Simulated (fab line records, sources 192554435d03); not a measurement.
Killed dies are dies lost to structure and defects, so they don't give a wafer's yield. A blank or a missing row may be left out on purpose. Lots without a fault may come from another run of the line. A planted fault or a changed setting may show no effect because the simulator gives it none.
fab line records | flow n5_finfet
record lots=6 wafers=18 last_day=17
route steps=1938 shown BEOL_M11@1563 PASSIVATION@1936
lots that met no fault: from a run of the same line without faults
start_h: hours from the record's first day to the start of the lot's first wafer shown | wait_h: hours since the lot's step before | " the same as in the row above | L1.1+2: a row that stands for several wafers | - no value, or no start given | * or withheld: withheld | < > ~ a bound
route shown NAME@n: a module of which the file shows steps, and the number in the route of the first | usual: mean/standard deviation of fault-free wafers | same: alike in all rows | chamber/n: place in a boat | sites: the reading at each site | _std_site: their standard deviation | _edge_site: outer sites' mean less inner sites' | radius_mm: how far each site lies from the wafer's centre | mask NAME#n: copy n | behind: the tool/chamber that last shaped the wafer | hold: why the lot was held/for how many hours/how that ended | device: the transistor (n, p or np) that didn't switch | end of line: the same wafers' tests at the end of the route | a step without rows: its recipe alone | killed: dies lost to structure and defects at the first sort, not the wafer's yield | map: a wafer's dies, x killed, . not, _ none there
set.NAME: the setting as run; set.NAME@STEP: as run at that earlier step | model.NAME: the simulator's own value behind a step, which no gauge read
lots at some steps of the route; a table a step, a row a wafer
services: from which hour (start_h, from the record's first day; less than 0 if before it) a tool's chamber was out of use, for how many hours, and why
## steps
# step N5_BEOL_M11_EBR_24
# recipe solvent=PGMEA ebr_width_mm=1.5
# step N5_BEOL_M11_SOFTBAKE_23
# recipe temp_c=110 time_s=60 resist=CAR-ArF
# step N5_BEOL_M11_EXPOSE_25
# recipe mask_id=V10 na=1.35 source_shape=annular sigma_inner=0.5 sigma_outer=0.8 polarization=unpolarized dose_mj=85.5
# step N5_BEOL_M11_PEB_26
# recipe peb_temp_c=withheld peb_time_s=60 resist=CAR-ArF
# step N5_BEOL_M11_DEVELOP_27
# recipe develop_time_s=30 developer=TMAH resist=CAR-ArF rinse_liquid=diw dry=air_spin dev_temp_c=23
# step N5_BEOL_M11_CD_MEAS_28
# recipe target_cd_nm=70 landing_energy_ev=500 detector=se_inlens polarity=opening
# usual cd_nm=69.6/0.8
# columns lot.wafer tool chamber start_h wait_h cd_nm
L438.1 cd_sem-02 0 247.12 - 68.4
L438.2 " 0 " " 70.0
L438.3 " 0 " " 68.6
L442.1 cd_sem-01 0 272.57 - 69.2
L442.3 " 0 " " 70.3
L442.4 " 0 " " 69.9
L450.1 cd_sem-03 0 324.43 - 69.9
L450.3 " 0 " " 69.6
L450.6 " 0 " " 70.3
L451.1 cd_sem-02 0 327.68 - 69.8
L451.4 " 0 " " 69.0
L451.6 " 0 " " 69.2
L456.2 cd_sem-01 0 340.63 - 69.3
L456.4 " 0 " " 70.1
L456.5 " 0 " " 70.4
L457.4 cd_sem-02 0 368.99 - 68.2
L457.5 " 0 " " 68.0
L457.6 " 0 " " 68.4
# step N5_BEOL_M11_OVL_MEAS_29
# recipe points_per_wafer=44
# usual V10_OVL=0.1/0.63
# columns lot.wafer tool chamber start_h wait_h V10_OVL[nm]
L438.1 overlay-01 0 247.15 0.0 -0.4
L438.2 " 0 " " -0.3
L438.3 " 0 " " 0.1
L442.1 overlay-02 0 272.60 0.0 -0.2
L442.3 " 0 " " 0.1
L442.4 " 0 " " -1.0
L450.1 overlay-01 0 324.46 0.0 -0.1
L450.3 " 0 " " 0.9
L450.6 " 0 " " -0.9
L451.1 overlay-02 0 327.71 0.0 -0.8
L451.4 " 0 " " -0.1
L451.6 " 0 " " -0.8
L456.2 overlay-02 0 340.66 0.0 0.4
L456.4 " 0 " " 0.1
L456.5 " 0 " " 1.0
L457.4 overlay-02 0 369.02 0.0 0.4
L457.5 " 0 " " 0.2
L457.6 " 0 " " -0.1
# step N5_BEOL_M11_INSPECT_30
# recipe mode=adi inspect_instrument=brightfield
# usual raw_defect_count=457/100
# columns lot.wafer tool chamber start_h wait_h raw_defect_count
L438.1 defect_inspect-01 - 247.18 0.0 235
L438.2 " - " " 388
L438.3 " - " " 408
L442.1 defect_inspect-01 - 272.62 0.0 360
L442.3 " - " " 335
L442.4 " - " " 479
L450.1 defect_inspect-02 - 324.49 0.0 415
L450.3 " - " " 394
L450.6 " - " " 347
L451.1 defect_inspect-02 - 327.73 0.0 428
L451.4 " - " " 383
L451.6 " - " " 375
L456.2 defect_inspect-02 - 340.69 0.0 350
L456.4 " - " " 279
L456.5 " - " " 355
L457.4 defect_inspect-02 - 369.04 0.0 398
L457.5 " - " " 528
L457.6 " - " " 640
# step N5_BEOL_M11_DESCUM_33
# recipe chemistry=O2 time_s=7.9 source_power_w=50 bias_power_w=20 pressure_mtorr=20 rf_frequency_hz=2.712e+07 temp_c=40 resist=CAR-ArF o2_flow_sccm=225
# usual drypump_motor_current_A=5.5/0.38 oes_product_au=0.80/0.08 rf_vpp_V=243.2/1.3 showerhead_plenum_p_Torr=2.09/0.056 throttle_valve_pct=20.43/0.2
# columns lot.wafer tool chamber start_h wait_h drypump_motor_current_A oes_product_au rf_hours_counter_h rf_vpp_V showerhead_plenum_p_Torr throttle_valve_pct
L438.1 rie_diel-06 0 247.21 0.0 5.4 0.71 221 242.2 2.07 20.68
L438.2 " 2 " " 5.8 0.76 126 241.7 2.11 20.55
L438.3 " 1 " " 5.7 0.92 21 244.9 2.23 20.25
L442.1 rie_diel-05 0 272.68 0.1 4.9 0.68 244 244.7 2.06 20.72
L442.3 " 1 " " 4.9 0.84 83 241.6 2.03 20.24
L442.4 " 2 " " 5.8 0.79 126 242.3 2.09 20.72
L450.1 rie_diel-06 2 324.52 0.0 5.8 0.74 149 245.1 2.10 20.58
L450.3 " 1 " " 5.7 0.87 45 245.8 2.22 20.29
L450.6 " 1 " " 5.7 0.88 - 243.8 2.22 20.29
L451.1 rie_diel-06 2 327.76 0.0 5.8 0.74 151 243.7 2.10 20.58
L451.4 " 0 " " 5.4 0.69 247 241.7 2.06 20.72
L451.6 " 3 " " 5.2 0.89 - 242.0 2.04 20.41
L456.2 rie_diel-05 0 340.78 0.1 4.9 0.98 1 241.6 2.06 20.37
L456.4 " 1 " " 4.9 0.81 107 241.4 2.02 20.26
L456.5 " 0 " " 4.9 0.98 - 242.3 2.06 20.37
L457.4 rie_diel-03 2 369.08 0.0 5.7 0.66 239 242.7 2.14 20.23
L457.5 " 0 " " 6.2 0.84 - 241.3 2.04 20.21
L457.6 " 3 " " 5.4 0.71 - 242.6 2.06 20.70
# step N5_BEOL_M11_ETCH_65
# recipe chemistry=CF4 target=SiARC target_depth_a=390 mask_material=CAR-ArF time_s=65 ion_energy_ev=80 pressure_mtorr=40 source_w=545 bias_w=36 Ar_flow_sccm=100 cf4_flow_sccm=100 ends=cleared
# usual drypump_motor_current_A=5.5/0.38 etch_rf_on_time_s=64.7/1.1 oes_product_au=0.68/0.067 rf_vpp_V=184.3/1.1 showerhead_plenum_p_Torr=2.14/0.056 throttle_valve_pct=15.62/0.22
# columns lot.wafer tool chamber start_h wait_h drypump_motor_current_A etch_rf_on_time_s oes_product_au rf_hours_counter_h rf_vpp_V showerhead_plenum_p_Torr throttle_valve_pct
L438.1 rie_diel-06 0 247.25 0.0 5.4 65.8 0.61 221 183.5 2.12 15.89
L438.2 " 2 " " 5.8 63.9 0.65 126 183.6 2.15 15.71
L438.3 " 1 " " 5.7 64.5 0.78 21 185.6 2.27 15.37
L442.1 rie_diel-05 0 272.72 0.0 4.9 65.8 0.58 244 184.3 2.11 15.96
L442.3 " 1 " " 4.9 65.4 0.72 83 183.4 2.08 15.37
L442.4 " 2 " " 5.8 63.2 0.68 126 183.3 2.15 15.93
L450.1 rie_diel-06 2 324.56 0.0 5.8 64.0 0.64 149 184.8 2.14 15.76
L450.3 " 1 " " 5.7 64.7 0.73 45 184.9 2.26 15.43
L450.6 " 1 " " 5.8 64.7 0.74 - 186.0 2.27 15.44
L451.1 rie_diel-06 2 327.80 0.0 5.8 63.3 0.64 151 184.7 2.14 15.76
L451.4 " 0 " " 5.4 65.4 0.59 247 184.1 2.11 15.93
L451.6 " 3 " " 5.2 62.8 0.78 - 182.6 2.09 15.53
L456.2 rie_diel-05 0 340.81 0.0 4.9 64.4 0.84 1 184.0 2.11 15.49
L456.4 " 1 " " 4.9 65.2 0.69 107 183.5 2.07 15.42
L456.5 " 0 " " 4.9 64.9 0.84 - 184.8 2.11 15.48
L457.4 rie_diel-03 2 369.11 0.0 5.8 66.9 0.57 239 184.0 2.20 15.57
L457.5 " 0 " " 6.3 64.4 0.71 - 182.4 2.09 15.36
L457.6 " 3 " " 5.4 64.7 0.61 - 183.5 2.12 15.97
# step N5_BEOL_M11_ETCH_66
# recipe chemistry=N2/H2 target=SOC target_depth_a=1200 overetch_a=240 mask_material=SiARC temp_c=40 time_s=180 ion_energy_ev=200 pressure_mtorr=30 source_w=840 bias_w=150 n2_flow_sccm=200 h2_flow_sccm=200
# usual drypump_motor_current_A=5.5/0.38 h2_flow_sccm=200.1/0.59 oes_product_au=0.64/0.06 rf_vpp_V=523.9/2.1 showerhead_plenum_p_Torr=2.54/0.068 throttle_valve_pct=17.80/0.23
# columns lot.wafer tool chamber start_h wait_h drypump_motor_current_A h2_flow_sccm oes_product_au rf_hours_counter_h rf_vpp_V showerhead_plenum_p_Torr throttle_valve_pct
L438.1 rie_diel-06 0 247.30 0.0 5.4 200.0 0.58 222 522.8 2.51 18.09
L438.2 " 2 " " 5.8 199.9 0.61 126 523.1 2.56 17.90
L438.3 " 1 " " 5.7 200.1 0.73 21 528.3 2.70 17.62
L442.1 rie_diel-05 0 272.77 0.0 4.9 199.4 0.55 244 521.4 2.50 18.12
L442.3 " 1 " " 4.9 200.6 0.67 83 521.6 2.47 17.56
L442.4 " 2 " " 5.8 200.9 0.63 126 523.8 2.55 18.12
L450.1 rie_diel-06 2 324.61 0.0 5.8 200.0 0.60 149 523.9 2.55 17.94
L450.3 " 1 " " 5.7 199.9 0.70 45 529.2 2.69 17.69
L450.6 " 1 " " 5.8 200.2 0.70 - 528.3 2.69 17.67
L451.1 rie_diel-06 2 327.85 0.0 5.8 201.4 0.60 151 524.0 2.55 17.94
L451.4 " 0 " " 5.4 199.3 0.56 247 522.7 2.50 18.14
L451.6 " 3 " " 5.1 200.1 0.71 - 521.9 2.47 17.72
L456.2 rie_diel-05 0 340.86 0.0 4.9 199.6 0.78 1 522.7 2.50 17.69
L456.4 " 1 " " 4.9 200.5 0.65 107 521.3 2.46 17.59
L456.5 " 0 " " 4.9 198.8 0.79 - 522.5 2.50 17.69
L457.4 rie_diel-03 2 369.16 0.0 5.8 200.2 0.55 239 526.3 2.60 17.63
L457.5 " 0 " " 6.2 200.5 0.67 - 519.9 2.48 17.59
L457.6 " 3 " " 5.5 200.6 0.58 - 523.1 2.53 18.19
# step N5_BEOL_M11_STRIP_69
# recipe chemistry=N2/H2 temp_c=40 n2_flow_sccm=200 h2_flow_sccm=200 rf_frequency_hz=6e+07
# step N5_BEOL_M11_VIA_ETCH_34
# recipe chemistry=C4F6/O2 target=SiCOH_lowk target_depth_a=1845 mask_material=SOC taper_deg=4 time_s=69.2 ion_energy_ev=250 pressure_mtorr=30 source_w=345 bias_w=185 Ar_flow_sccm=300 C4F6_flow_sccm=10 O2_flow_sccm=10
# usual C4F6_flow_sccm=10.00/0.033 drypump_motor_current_A=5.5/0.38 oes_product_au=0.79/0.079 rf_vpp_V=665/6.5 showerhead_plenum_p_Torr=2.85/0.075 throttle_valve_pct=20.93/0.21
# columns lot.wafer tool chamber start_h wait_h C4F6_flow_sccm drypump_motor_current_A oes_product_au rf_hours_counter_h rf_vpp_V showerhead_plenum_p_Torr throttle_valve_pct model.etch.depth_nm model.SOC_of_BEOL_M11_COAT_63.thk_nm
L438.1 rie_diel-06 0 247.42 0.0 10.00 5.4 0.72 222 658 2.82 21.19 183 91.8
L438.2 " 2 " " 9.97 5.9 0.77 126 664 2.86 21.01 189.1 91.8
L438.3 " 1 " " 10.01 5.7 0.90 21 669 3.03 20.76 186.4 91.8
L442.1 rie_diel-05 0 272.89 0.0 9.96 4.9 0.68 244 657 2.81 21.23 181.9 92.2
L442.3 " 1 " " 10.02 4.9 0.84 83 671 2.77 20.72 186.6 92
L442.4 " 2 " " 10.01 5.8 0.80 126 663 2.86 21.26 187.5 92.2
L450.1 rie_diel-06 2 324.73 0.0 10.01 5.8 0.67 149 663 2.85 21.03 156.7 92.6
L450.3 " 1 " " 9.97 5.7 0.87 45 669 3.02 20.80 184 92
L450.6 " 1 " " 9.94 5.7 0.88 - 667 3.02 20.81 185.1 91.8
L451.1 rie_diel-06 2 327.97 0.0 9.98 5.8 0.67 151 664 2.85 21.04 157.8 93
L451.4 " 0 " " 9.97 5.4 0.69 247 657 2.81 21.23 182.6 91.8
L451.6 " 3 " " 10.03 5.1 0.89 - 661 2.78 20.87 188.3 91.8
L456.2 rie_diel-05 0 340.99 0.0 10.06 4.9 0.96 1 657 2.81 20.87 184.7 92.2
L456.4 " 1 " " 10.01 4.9 0.81 108 671 2.76 20.75 182.6 92.2
L456.5 " 0 " " 9.98 4.9 0.97 - 656 2.81 20.89 185.7 92
L457.4 rie_diel-03 2 369.29 0.0 9.98 5.8 0.67 239 666 2.92 20.74 179.6 92.4
L457.5 " 0 " " 9.99 6.2 0.84 - 659 2.78 20.68 187.2 91.6
L457.6 " 3 " " 10.05 5.4 0.71 - 657 2.83 21.27 183.4 92
# step N5_BEOL_M11_STRIP_73
# recipe chemistry=C4F6/O2 resist=SiARC rf_frequency_hz=6e+07
# step N5_PASSIVATION_PROBE_49
# usual defect_limited_yield=91.2/1.4 killed_at_M0_to_M3=34/10 killed_at_M4_up=13/5.1 killed_at_contacts=12/6.5 killed_at_front_end=41/11 killed_at_other=4/3.3 killed_dies=104/16 killed_open=69/13 killed_short=33/7 sort_bin_5_function=5.1/0.91 sort_bin_6_memory=3.3/0.69 sort_n_pass=1076/16 sort_yield_pct=91.2/1.4
# same gross_dies=1180 killed_at_back_side=0 sort_bin_4_leakage[%]=0 sort_bin_8_speed[%]=0
# columns lot.wafer tool chamber start_h wait_h defect_limited_yield[%] killed_at_M0_to_M3 killed_at_M4_up killed_at_contacts killed_at_front_end killed_at_other killed_dies killed_open killed_short sort_bin_5_function[%] sort_bin_6_memory[%] sort_n_pass sort_yield_pct[%]
L451.1 prober-02 - 370.89 0.0 93.1 26 12 7 35 2 82 48 24 4.0 2.7 1098 93.1
L450.1 prober-01 - 372.00 0.0 90.0 32 20 20 46 0 118 72 26 5.9 3.5 1062 90.0
# killed by level:class
L451.1 BEOL_M0_SAQP:geometric_particle:open=12 FIN_SAQP:geometric_particle:short=11 STI_FIN_REVEAL:geometric_particle:open=8 BEOL_M11:area_etch=6 BEOL_M3:geometric_particle:open=5 MOL_CONTACT_COAG:geometric_particle:open=4 MOL_CONTACT_COAG:geometric_particle:short=3 BEOL_M0_SAQP:geometric_particle:short=3
L450.1 MOL_CONTACT_COAG:geometric_particle:open=17 STI_FIN_REVEAL:geometric_particle:open=16 BEOL_M11:area_etch=14 BEOL_M0_SAQP:geometric_particle:open=8 HKMG_FIN:area_etch=6 FIN_SAQP:geometric_particle:short=5 BEOL_M1:geometric_particle:open=5 BEOL_M3:geometric_particle:open=5
## services
# columns tool chamber start_h hours kind
rie_diel-06 0 235.18 4.9 repair
rie_diel-03 0 268.47 1.5 repair
rie_diel-05 0 280.12 21.8 repair
rie_diel-05 0 314.89 - clean
rie_diel-05 0 314.89 - consumable_replace:focus_ring
rie_diel-05 0 314.89 23.4 scheduled_down
rie_diel-05 0 314.89 23.4 vent_cycle
rie_diel-06 2 329.05 5.4 repair
rie_diel-06 0 337.33 - clean
rie_diel-06 0 337.33 - consumable_replace:focus_ring
rie_diel-06 0 337.33 17.5 scheduled_down
rie_diel-06 0 337.33 17.5 vent_cycle
rie_diel-05 2 354.62 15.6 repair
## key
first_sign none at tools or gauges
model_effect step=N5_BEOL_M11_VIA_ETCH_34 value=etch.depth_nm without=186.6 struck=157.2
met_at N5_BEOL_M11_VIA_ETCH_34
struck_wafers L450.1,L451.1
onset_between 247.42 324.73
fault kind=process_parameter_drift tool=rie_diel-06 chamber=2 onset_h=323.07 steps=N5_BEOL_M11_VIA_ETCH_34 channel=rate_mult offset=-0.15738 shape=step end_h=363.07
